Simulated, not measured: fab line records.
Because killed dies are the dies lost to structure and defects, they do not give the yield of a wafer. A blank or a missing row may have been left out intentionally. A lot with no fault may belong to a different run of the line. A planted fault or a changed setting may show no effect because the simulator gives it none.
fab line records :: flow n5-finfet :: part 2 of 2: steps 16 to 26 of 26
[record]
  lots = 5
  wafers = 15
  last-day = 17
route steps=1938 shown BEOL_M2@880
lots that met no fault: taken from a fault-free run of the same line
start-h: hours from the record's first day to the start of the lot's first wafer shown :: wait-h: how many hours have passed since the lot's step before this one :: " repeats the value in the row above :: L1.1+2: one row covering several wafers at once :: - no value, or no start given :: * or withheld: withheld :: < > ~ a bound
route shown NAME@n: names a module that has steps shown in the file, with the first one's number in the route :: usual: mean/standard deviation taken from wafers without a fault :: same: alike in all rows :: chamber/n: place in a boat :: sites: per-site readings :: _std_site: the standard deviation of these :: _edge_site: the outer-site mean with the inner-site mean subtracted :: radius-mm: for every site, how far away it sits from the centre of the wafer :: mask NAME#n: copy n :: behind: the tool/chamber that last shaped the wafer :: hold: the reason the lot was held/the length of the hold in hours/how it ended :: device: whichever transistor did not switch (one of n, p or np) :: end of line: tests run on the same wafers once the route is complete :: a step given without rows: its recipe and nothing more :: killed: dies that structure and defects cost at the first sort, which is not the same as the wafer's yield :: map: shows each die of a wafer: x if killed, . if not, _ if none is there
set.NAME: the setting as run; set.NAME@STEP: as run at that earlier step :: model.NAME: the simulator's own value behind a step, which no gauge read
certain route steps with their lots: each step a table, each wafer a row
services: a tool's chamber out of use, with start hour (start-h, from the record's first day; less than 0 if before it), hours out, and reason
[[steps]]
[step N5_BEOL_M2_SRD_40]
[recipe]
  time-s = 30
  temp-c = 23
  rinse-liquid = diw
  dry = ipa-marangoni
[usual]
  temp-c = 22.99/0.11
[same]
  time-s = 30
lot.wafer: L074.1
tool: wet-bench-04
chamber: 3
start-h: 136.65
wait-h: 0.0
temp-c: 22.85

lot.wafer: L074.2
tool: wet-bench-04
chamber: 0
start-h: 136.65
wait-h: 0.0
temp-c: 23.03

lot.wafer: L074.5
tool: wet-bench-04
chamber: 5
start-h: 136.65
wait-h: 0.0
temp-c: 22.87

lot.wafer: L079.2
tool: wet-bench-04
chamber: 2
start-h: 180.76
wait-h: 0.0
temp-c: 22.92

lot.wafer: L079.3
tool: wet-bench-04
chamber: 1
start-h: 180.76
wait-h: 0.0
temp-c: 22.96

lot.wafer: L079.5
tool: wet-bench-04
chamber: 7
start-h: 180.76
wait-h: 0.0
temp-c: 23.11

lot.wafer: L084.2
tool: wet-bench-03
chamber: 5
start-h: 215.68
wait-h: 0.0
temp-c: 23.29

lot.wafer: L084.3
tool: wet-bench-03
chamber: 6
start-h: 215.68
wait-h: 0.0
temp-c: 23.17

lot.wafer: L084.5
tool: wet-bench-03
chamber: 4
start-h: 215.68
wait-h: 0.0
temp-c: 23.10

lot.wafer: L085.4
tool: wet-bench-04
chamber: 2
start-h: 218.62
wait-h: 0.0
temp-c: 22.92

lot.wafer: L085.5
tool: wet-bench-04
chamber: 0
start-h: 218.62
wait-h: 0.0
temp-c: 22.87

lot.wafer: L085.6
tool: wet-bench-04
chamber: 3
start-h: 218.62
wait-h: 0.0
temp-c: 22.99

lot.wafer: L094.1
tool: wet-bench-02
chamber: 2
start-h: 276.73
wait-h: 0.0
temp-c: 23.04

lot.wafer: L094.2
tool: wet-bench-02
chamber: 5
start-h: 276.73
wait-h: 0.0
temp-c: 23.14

lot.wafer: L094.5
tool: wet-bench-02
chamber: 4
start-h: 276.73
wait-h: 0.0
temp-c: 22.99
[step N5_BEOL_M2_PRECLEAN_42]
[recipe]
  chemistry = residue-remover
  time-s = 60
  temp-c = 40
[usual]
  temp-c = 40.01/0.12
[same]
  time-s = 60
lot.wafer: L074.1
tool: wet-bench-04
chamber: 3
start-h: 136.67
wait-h: 0.0
temp-c: 39.92

lot.wafer: L074.2
tool: wet-bench-04
chamber: 0
start-h: 136.67
wait-h: 0.0
temp-c: 39.95

lot.wafer: L074.5
tool: wet-bench-04
chamber: 5
start-h: 136.67
wait-h: 0.0
temp-c: 40.00

lot.wafer: L079.2
tool: wet-bench-04
chamber: 2
start-h: 180.78
wait-h: 0.0
temp-c: 39.93

lot.wafer: L079.3
tool: wet-bench-04
chamber: 1
start-h: 180.78
wait-h: 0.0
temp-c: 39.81

lot.wafer: L079.5
tool: wet-bench-04
chamber: 7
start-h: 180.78
wait-h: 0.0
temp-c: 40.21

lot.wafer: L084.2
tool: wet-bench-03
chamber: 5
start-h: 215.69
wait-h: 0.0
temp-c: 40.15

lot.wafer: L084.3
tool: wet-bench-03
chamber: 6
start-h: 215.69
wait-h: 0.0
temp-c: 39.93

lot.wafer: L084.5
tool: wet-bench-03
chamber: 4
start-h: 215.69
wait-h: 0.0
temp-c: 40.04

lot.wafer: L085.4
tool: wet-bench-04
chamber: 2
start-h: 218.64
wait-h: 0.0
temp-c: 39.99

lot.wafer: L085.5
tool: wet-bench-04
chamber: 0
start-h: 218.64
wait-h: 0.0
temp-c: 39.92

lot.wafer: L085.6
tool: wet-bench-04
chamber: 3
start-h: 218.64
wait-h: 0.0
temp-c: 39.98

lot.wafer: L094.1
tool: wet-bench-02
chamber: 2
start-h: 276.74
wait-h: 0.0
temp-c: 40.10

lot.wafer: L094.2
tool: wet-bench-02
chamber: 5
start-h: 276.74
wait-h: 0.0
temp-c: 40.04

lot.wafer: L094.5
tool: wet-bench-02
chamber: 4
start-h: 276.74
wait-h: 0.0
temp-c: 40.01
[step N5_BEOL_M2_SRD_43]
[recipe]
  time-s = 30
  temp-c = 23
  rinse-liquid = diw
  dry = ipa-marangoni
[usual]
  temp-c = 23.01/0.11
[same]
  time-s = 30
lot.wafer: L074.1
tool: wet-bench-04
chamber: 3
start-h: 136.68
wait-h: 0.0
temp-c: 22.91

lot.wafer: L074.2
tool: wet-bench-04
chamber: 0
start-h: 136.68
wait-h: 0.0
temp-c: 23.02

lot.wafer: L074.5
tool: wet-bench-04
chamber: 5
start-h: 136.68
wait-h: 0.0
temp-c: 22.98

lot.wafer: L079.2
tool: wet-bench-04
chamber: 2
start-h: 180.80
wait-h: 0.0
temp-c: 23.12

lot.wafer: L079.3
tool: wet-bench-04
chamber: 1
start-h: 180.80
wait-h: 0.0
temp-c: 23.05

lot.wafer: L079.5
tool: wet-bench-04
chamber: 7
start-h: 180.80
wait-h: 0.0
temp-c: 22.98

lot.wafer: L084.2
tool: wet-bench-03
chamber: 5
start-h: 215.71
wait-h: 0.0
temp-c: 22.95

lot.wafer: L084.3
tool: wet-bench-03
chamber: 6
start-h: 215.71
wait-h: 0.0
temp-c: 22.86

lot.wafer: L084.5
tool: wet-bench-03
chamber: 4
start-h: 215.71
wait-h: 0.0
temp-c: 23.03

lot.wafer: L085.4
tool: wet-bench-04
chamber: 2
start-h: 218.66
wait-h: 0.0
temp-c: 23.10

lot.wafer: L085.5
tool: wet-bench-04
chamber: 0
start-h: 218.66
wait-h: 0.0
temp-c: 23.06

lot.wafer: L085.6
tool: wet-bench-04
chamber: 3
start-h: 218.66
wait-h: 0.0
temp-c: 23.03

lot.wafer: L094.1
tool: wet-bench-02
chamber: 2
start-h: 276.76
wait-h: 0.0
temp-c: 23.11

lot.wafer: L094.2
tool: wet-bench-02
chamber: 5
start-h: 276.76
wait-h: 0.0
temp-c: 22.88

lot.wafer: L094.5
tool: wet-bench-02
chamber: 4
start-h: 276.76
wait-h: 0.0
temp-c: 23.01
[step N5_BEOL_M2_CD_MEAS_35]
[recipe]
  target-cd-nm = 18
  target-cd-y-nm = 22.2
  polarity = opening
[usual]
  cd-nm = 17.9/0.43
lot.wafer: L074.1
tool: cd-sem-03
chamber: -
start-h: 136.72
wait-h: 0.0
cd-nm: 18.4

lot.wafer: L074.2
tool: cd-sem-03
chamber: -
start-h: 136.72
wait-h: 0.0
cd-nm: 18.2

lot.wafer: L074.5
tool: cd-sem-03
chamber: -
start-h: 136.72
wait-h: 0.0
cd-nm: 18.3

lot.wafer: L079.2
tool: cd-sem-02
chamber: -
start-h: 180.84
wait-h: 0.0
cd-nm: 18.1

lot.wafer: L079.3
tool: cd-sem-02
chamber: -
start-h: 180.84
wait-h: 0.0
cd-nm: 18.3

lot.wafer: L079.5
tool: cd-sem-02
chamber: -
start-h: 180.84
wait-h: 0.0
cd-nm: 17.8

lot.wafer: L084.2
tool: cd-sem-02
chamber: -
start-h: 215.75
wait-h: 0.0
cd-nm: 18.2

lot.wafer: L084.3
tool: cd-sem-02
chamber: -
start-h: 215.75
wait-h: 0.0
cd-nm: 17.8

lot.wafer: L084.5
tool: cd-sem-02
chamber: -
start-h: 215.75
wait-h: 0.0
cd-nm: 17.8

lot.wafer: L085.4
tool: cd-sem-02
chamber: -
start-h: 218.70
wait-h: 0.0
cd-nm: 16.9

lot.wafer: L085.5
tool: cd-sem-02
chamber: -
start-h: 218.70
wait-h: 0.0
cd-nm: 17.5

lot.wafer: L085.6
tool: cd-sem-02
chamber: -
start-h: 218.70
wait-h: 0.0
cd-nm: 17.9

lot.wafer: L094.1
tool: cd-sem-01
chamber: -
start-h: 276.80
wait-h: 0.0
cd-nm: 18.2

lot.wafer: L094.2
tool: cd-sem-01
chamber: -
start-h: 276.80
wait-h: 0.0
cd-nm: 17.1

lot.wafer: L094.5
tool: cd-sem-01
chamber: -
start-h: 276.80
wait-h: 0.0
cd-nm: 18.2
[step N5_BEOL_M2_DEGAS_44]
[recipe]
  ambient = vacuum
  temp-c = 250
  time-s = 60
[usual]
  heater-power-w = 337/23
[same]
  time-s = 60
lot.wafer: L074.1
tool: pvd-sputter-01
chamber: -
start-h: 136.83
wait-h: 0.1
heater-power-w: 350

lot.wafer: L074.2
tool: pvd-sputter-01
chamber: -
start-h: 136.83
wait-h: 0.1
heater-power-w: 362

lot.wafer: L074.5
tool: pvd-sputter-01
chamber: -
start-h: 136.83
wait-h: 0.1
heater-power-w: 315

lot.wafer: L079.2
tool: pvd-sputter-02
chamber: -
start-h: 181.21
wait-h: 0.4
heater-power-w: 312

lot.wafer: L079.3
tool: pvd-sputter-02
chamber: -
start-h: 181.21
wait-h: 0.4
heater-power-w: 318

lot.wafer: L079.5
tool: pvd-sputter-02
chamber: -
start-h: 181.21
wait-h: 0.4
heater-power-w: 324

lot.wafer: L084.2
tool: pvd-sputter-02
chamber: -
start-h: 216.06
wait-h: 0.3
heater-power-w: 339

lot.wafer: L084.3
tool: pvd-sputter-02
chamber: -
start-h: 216.06
wait-h: 0.3
heater-power-w: 352

lot.wafer: L084.5
tool: pvd-sputter-02
chamber: -
start-h: 216.06
wait-h: 0.3
heater-power-w: 313

lot.wafer: L085.4
tool: pvd-sputter-03
chamber: -
start-h: 218.76
wait-h: 0.1
heater-power-w: 332

lot.wafer: L085.5
tool: pvd-sputter-03
chamber: -
start-h: 218.76
wait-h: 0.1
heater-power-w: 326

lot.wafer: L085.6
tool: pvd-sputter-03
chamber: -
start-h: 218.76
wait-h: 0.1
heater-power-w: 294

lot.wafer: L094.1
tool: pvd-sputter-01
chamber: -
start-h: 276.97
wait-h: 0.2
heater-power-w: 372

lot.wafer: L094.2
tool: pvd-sputter-01
chamber: -
start-h: 276.97
wait-h: 0.2
heater-power-w: 347

lot.wafer: L094.5
tool: pvd-sputter-01
chamber: -
start-h: 276.97
wait-h: 0.2
heater-power-w: 316
[step N5_BEOL_M2_PRE_CLEAN_45]
[recipe]
  gas = H2/He
  time-s = 30
  temp-c = 250
[usual]
  heater-power-w = 336/23
[same]
  time-s = 30
lot.wafer: L074.1
tool: pvd-sputter-01
chamber: -
start-h: 136.87
wait-h: 0.0
heater-power-w: 354

lot.wafer: L074.2
tool: pvd-sputter-01
chamber: -
start-h: 136.87
wait-h: 0.0
heater-power-w: 369

lot.wafer: L074.5
tool: pvd-sputter-01
chamber: -
start-h: 136.87
wait-h: 0.0
heater-power-w: 306

lot.wafer: L079.2
tool: pvd-sputter-02
chamber: -
start-h: 181.25
wait-h: 0.0
heater-power-w: 307

lot.wafer: L079.3
tool: pvd-sputter-02
chamber: -
start-h: 181.25
wait-h: 0.0
heater-power-w: 316

lot.wafer: L079.5
tool: pvd-sputter-02
chamber: -
start-h: 181.25
wait-h: 0.0
heater-power-w: 311

lot.wafer: L084.2
tool: pvd-sputter-02
chamber: -
start-h: 216.10
wait-h: 0.0
heater-power-w: 347

lot.wafer: L084.3
tool: pvd-sputter-02
chamber: -
start-h: 216.10
wait-h: 0.0
heater-power-w: 362

lot.wafer: L084.5
tool: pvd-sputter-02
chamber: -
start-h: 216.10
wait-h: 0.0
heater-power-w: 320

lot.wafer: L085.4
tool: pvd-sputter-03
chamber: -
start-h: 218.80
wait-h: 0.0
heater-power-w: 329

lot.wafer: L085.5
tool: pvd-sputter-03
chamber: -
start-h: 218.80
wait-h: 0.0
heater-power-w: 333

lot.wafer: L085.6
tool: pvd-sputter-03
chamber: -
start-h: 218.80
wait-h: 0.0
heater-power-w: 293

lot.wafer: L094.1
tool: pvd-sputter-01
chamber: -
start-h: 277.01
wait-h: 0.0
heater-power-w: 358

lot.wafer: L094.2
tool: pvd-sputter-01
chamber: -
start-h: 277.01
wait-h: 0.0
heater-power-w: 354

lot.wafer: L094.5
tool: pvd-sputter-01
chamber: -
start-h: 277.01
wait-h: 0.0
heater-power-w: 320
[step N5_BEOL_M2_ALD_84]
[recipe]
  material = TaN
  target-thk-a = *
  temp-c = 275
  ald-precursor-family = PDMAT
  ald-co-reactant = NH3
  pressure-torr = 3
  carrier-flow-sccm = 1500
  pulse-time-s = 2
  purge-time-s = 3
  co-reactant-purge-time-s = 2
  co-reactant-pulse-time-s = 3
  ald-cycles = 30
  precursor-vessel-temp-c = 75
  precursor-vessel-pressure-torr = 26.25
  precursor-vessel-carrier-sccm = 1000
[usual]
  heater-power-w = 431/42
[same]
  purge-time-s = 3
lot.wafer: L074.1
tool: ald-metal-02
chamber: 2
start-h: 136.93
wait-h: 0.0
heater-power-w: 432

lot.wafer: L074.2
tool: ald-metal-02
chamber: 3
start-h: 136.93
wait-h: 0.0
heater-power-w: 401

lot.wafer: L074.5
tool: ald-metal-02
chamber: 2
start-h: 136.93
wait-h: 0.0
heater-power-w: 427

lot.wafer: L079.2
tool: ald-metal-03
chamber: 3
start-h: 181.45
wait-h: 0.2
heater-power-w: 421

lot.wafer: L079.3
tool: ald-metal-03
chamber: 2
start-h: 181.45
wait-h: 0.2
heater-power-w: 432

lot.wafer: L079.5
tool: ald-metal-03
chamber: 2
start-h: 181.45
wait-h: 0.2
heater-power-w: 409

lot.wafer: L084.2
tool: ald-metal-01
chamber: 2
start-h: 216.17
wait-h: 0.0
heater-power-w: 488

lot.wafer: L084.3
tool: ald-metal-01
chamber: 3
start-h: 216.17
wait-h: 0.0
heater-power-w: 429

lot.wafer: L084.5
tool: ald-metal-01
chamber: 1
start-h: 216.17
wait-h: 0.0
heater-power-w: 437

lot.wafer: L085.4
tool: ald-metal-01
chamber: 0
start-h: 218.86
wait-h: 0.0
heater-power-w: 375

lot.wafer: L085.5
tool: ald-metal-01
chamber: 0
start-h: 218.86
wait-h: 0.0
heater-power-w: 364

lot.wafer: L085.6
tool: ald-metal-01
chamber: 1
start-h: 218.86
wait-h: 0.0
heater-power-w: 437

lot.wafer: L094.1
tool: ald-metal-01
chamber: 3
start-h: 277.08
wait-h: 0.0
heater-power-w: 422

lot.wafer: L094.2
tool: ald-metal-01
chamber: 1
start-h: 277.08
wait-h: 0.0
heater-power-w: 433

lot.wafer: L094.5
tool: ald-metal-01
chamber: 0
start-h: 277.08
wait-h: 0.0
heater-power-w: 384
[step N5_BEOL_M2_SURFACE_TREAT_85]
[recipe]
  gas = Ar
  time-s = *
  ion-energy-ev = *
  ion-current-ma-cm2 = 0.5
  pressure-mtorr = *
  ar-flow-sccm = 30
[usual]
  throttle-valve-pct = *
[same]
  time-s = *
lot.wafer: L074.1
tool: pvd-sputter-03
chamber: -
start-h: 137.17
wait-h: 0.1
throttle-valve-pct: *

lot.wafer: L074.2
tool: pvd-sputter-03
chamber: -
start-h: 137.17
wait-h: 0.1
throttle-valve-pct: *

lot.wafer: L074.5
tool: pvd-sputter-03
chamber: -
start-h: 137.17
wait-h: 0.1
throttle-valve-pct: *

lot.wafer: L079.2
tool: pvd-sputter-02
chamber: -
start-h: 181.73
wait-h: 0.2
throttle-valve-pct: *

lot.wafer: L079.3
tool: pvd-sputter-02
chamber: -
start-h: 181.73
wait-h: 0.2
throttle-valve-pct: *

lot.wafer: L079.5
tool: pvd-sputter-02
chamber: -
start-h: 181.73
wait-h: 0.2
throttle-valve-pct: *

lot.wafer: L084.2
tool: pvd-sputter-03
chamber: -
start-h: 216.39
wait-h: 0.1
throttle-valve-pct: *

lot.wafer: L084.3
tool: pvd-sputter-03
chamber: -
start-h: 216.39
wait-h: 0.1
throttle-valve-pct: *

lot.wafer: L084.5
tool: pvd-sputter-03
chamber: -
start-h: 216.39
wait-h: 0.1
throttle-valve-pct: *

lot.wafer: L085.4
tool: pvd-sputter-01
chamber: -
start-h: 219.12
wait-h: 0.2
throttle-valve-pct: *

lot.wafer: L085.5
tool: pvd-sputter-01
chamber: -
start-h: 219.12
wait-h: 0.2
throttle-valve-pct: *

lot.wafer: L085.6
tool: pvd-sputter-01
chamber: -
start-h: 219.12
wait-h: 0.2
throttle-valve-pct: *

lot.wafer: L094.1
tool: pvd-sputter-03
chamber: -
start-h: 277.33
wait-h: 0.1
throttle-valve-pct: *

lot.wafer: L094.2
tool: pvd-sputter-03
chamber: -
start-h: 277.33
wait-h: 0.1
throttle-valve-pct: *

lot.wafer: L094.5
tool: pvd-sputter-03
chamber: -
start-h: 277.33
wait-h: 0.1
throttle-valve-pct: *
[step N5_BEOL_M2_CVD_47]
[recipe]
  material = Co
  target-thk-a = 30
  temp-c = withheld
  precursor = CCTBA/H2
  pressure-torr = 30
  time-s = 223.8
[same]
  time-s = 223.8
lot.wafer: L074.1+2+5
tool: cvd-co-02
chamber: 2,0,1
start-h: 137.24
wait-h: 0.0

lot.wafer: L079.2+3+5
tool: cvd-co-02
chamber: 2,1,1
start-h: 181.79
wait-h: 0.0

lot.wafer: L084.2+3+5
tool: cvd-co-01
chamber: 0,2,1
start-h: 216.45
wait-h: 0.0

lot.wafer: L085.4+5+6
tool: cvd-co-01
chamber: 0,1,2
start-h: 219.57
wait-h: 0.4

lot.wafer: L094.1+2+5
tool: cvd-co-02
chamber: 2,0,2
start-h: 277.45
wait-h: 0.1
[step N5_BEOL_M2_SPUTTER_48]
[recipe]
  material = Cu
  target-thk-a = 45
  temp-c = -20
  chamber-pressure-pa = 0.07
  power-w = withheld
  time-s = 8.29
[usual]
  throttle-valve-pct = 29.8/0.85
[same]
  time-s = 8.29
lot.wafer: L074.1
tool: pvd-sputter-02
chamber: -
start-h: 137.40
wait-h: 0.1
throttle-valve-pct: 29.8

lot.wafer: L074.2
tool: pvd-sputter-02
chamber: -
start-h: 137.40
wait-h: 0.1
throttle-valve-pct: 30.3

lot.wafer: L074.5
tool: pvd-sputter-02
chamber: -
start-h: 137.40
wait-h: 0.1
throttle-valve-pct: 29.5

lot.wafer: L079.2
tool: pvd-sputter-02
chamber: -
start-h: 181.95
wait-h: 0.1
throttle-valve-pct: 29.7

lot.wafer: L079.3
tool: pvd-sputter-02
chamber: -
start-h: 181.95
wait-h: 0.1
throttle-valve-pct: 30.2

lot.wafer: L079.5
tool: pvd-sputter-02
chamber: -
start-h: 181.95
wait-h: 0.1
throttle-valve-pct: 30.4

lot.wafer: L084.2
tool: pvd-sputter-03
chamber: -
start-h: 216.67
wait-h: 0.1
throttle-valve-pct: 29.6

lot.wafer: L084.3
tool: pvd-sputter-03
chamber: -
start-h: 216.67
wait-h: 0.1
throttle-valve-pct: 30.4

lot.wafer: L084.5
tool: pvd-sputter-03
chamber: -
start-h: 216.67
wait-h: 0.1
throttle-valve-pct: 28.7

lot.wafer: L085.4
tool: pvd-sputter-02
chamber: -
start-h: 221.07
wait-h: 1.4
throttle-valve-pct: 30.2

lot.wafer: L085.5
tool: pvd-sputter-02
chamber: -
start-h: 221.07
wait-h: 1.4
throttle-valve-pct: 30.2

lot.wafer: L085.6
tool: pvd-sputter-02
chamber: -
start-h: 221.07
wait-h: 1.4
throttle-valve-pct: 29.9

lot.wafer: L094.1
tool: pvd-sputter-01
chamber: -
start-h: 277.61
wait-h: 0.1
throttle-valve-pct: 30.5

lot.wafer: L094.2
tool: pvd-sputter-01
chamber: -
start-h: 277.61
wait-h: 0.1
throttle-valve-pct: 28.4

lot.wafer: L094.5
tool: pvd-sputter-01
chamber: -
start-h: 277.61
wait-h: 0.1
throttle-valve-pct: 28.5
[step N5_BEOL_M2_ANNEAL_49]
[recipe]
  temp-c = 400
  time-s = 240
  ambient = vacuum
[usual]
  heater-power-w = 837/59
[same]
  time-s = 240
lot.wafer: L074.1
tool: pvd-sputter-02
chamber: -
start-h: 137.48
wait-h: 0.0
heater-power-w: 797

lot.wafer: L074.2
tool: pvd-sputter-02
chamber: -
start-h: 137.48
wait-h: 0.0
heater-power-w: 860

lot.wafer: L074.5
tool: pvd-sputter-02
chamber: -
start-h: 137.48
wait-h: 0.0
heater-power-w: 780

lot.wafer: L079.2
tool: pvd-sputter-02
chamber: -
start-h: 182.03
wait-h: 0.0
heater-power-w: 796

lot.wafer: L079.3
tool: pvd-sputter-02
chamber: -
start-h: 182.03
wait-h: 0.0
heater-power-w: 863

lot.wafer: L079.5
tool: pvd-sputter-02
chamber: -
start-h: 182.03
wait-h: 0.0
heater-power-w: 853

lot.wafer: L084.2
tool: pvd-sputter-03
chamber: -
start-h: 216.75
wait-h: 0.0
heater-power-w: 832

lot.wafer: L084.3
tool: pvd-sputter-03
chamber: -
start-h: 216.75
wait-h: 0.0
heater-power-w: 863

lot.wafer: L084.5
tool: pvd-sputter-03
chamber: -
start-h: 216.75
wait-h: 0.0
heater-power-w: 863

lot.wafer: L085.4
tool: pvd-sputter-02
chamber: -
start-h: 221.15
wait-h: 0.0
heater-power-w: 846

lot.wafer: L085.5
tool: pvd-sputter-02
chamber: -
start-h: 221.15
wait-h: 0.0
heater-power-w: 844

lot.wafer: L085.6
tool: pvd-sputter-02
chamber: -
start-h: 221.15
wait-h: 0.0
heater-power-w: 914

lot.wafer: L094.1
tool: pvd-sputter-01
chamber: -
start-h: 277.69
wait-h: 0.0
heater-power-w: 870

lot.wafer: L094.2
tool: pvd-sputter-01
chamber: -
start-h: 277.69
wait-h: 0.0
heater-power-w: 911

lot.wafer: L094.5
tool: pvd-sputter-01
chamber: -
start-h: 277.69
wait-h: 0.0
heater-power-w: 935
[[services]]
tool: pvd-sputter-01
chamber: -
start-h: 112.07
hours: 4.3
kind: repair

tool: rie-diel-05
chamber: 3
start-h: 132.65
hours: 7.5
kind: repair

tool: pvd-sputter-02
chamber: -
start-h: 134.70
hours: 2.2
kind: repair

tool: rie-diel-01
chamber: 1
start-h: 135.00
hours: 12.9
kind: repair

tool: pvd-sputter-01
chamber: -
start-h: 138.71
hours: 1.8
kind: repair

tool: cvd-co-01
chamber: -
start-h: 139.55
hours: 6.9
kind: pm

tool: rie-diel-01
chamber: 1
start-h: 177.02
hours: -
kind: clean

tool: rie-diel-01
chamber: 1
start-h: 177.02
hours: -
kind: consumable-replace:esc

tool: rie-diel-01
chamber: 1
start-h: 177.02
hours: -
kind: consumable-replace:focus-ring

tool: rie-diel-01
chamber: 1
start-h: 177.02
hours: 20.8
kind: scheduled-down

tool: ald-metal-03
chamber: -
start-h: 186.39
hours: 1.1
kind: repair

tool: rie-diel-02
chamber: -
start-h: 195.71
hours: 3.6
kind: repair

tool: ald-sin-03
chamber: 2
start-h: 196.91
hours: 10.2
kind: repair

tool: cvd-co-02
chamber: 0
start-h: 199.15
hours: 4.1
kind: repair

tool: wet-bench-02
chamber: -
start-h: 202.28
hours: 1.9
kind: pm

tool: rie-diel-05
chamber: 0
start-h: 203.48
hours: 8.1
kind: repair

tool: rie-diel-02
chamber: 2
start-h: 205.00
hours: 27.5
kind: repair

tool: cvd-co-01
chamber: 1
start-h: 207.95
hours: 6.3
kind: repair

tool: ald-metal-03
chamber: -
start-h: 209.59
hours: 8.7
kind: pm

tool: cvd-co-01
chamber: -
start-h: 222.18
hours: 14.6
kind: pm

tool: rie-diel-02
chamber: 0
start-h: 226.35
hours: 10.5
kind: repair

tool: ald-metal-02
chamber: -
start-h: 237.99
hours: 1.2
kind: pm

tool: rie-diel-02
chamber: 3
start-h: 241.86
hours: 46.0
kind: repair

tool: rie-diel-05
chamber: -
start-h: 266.00
hours: 4.0
kind: pm
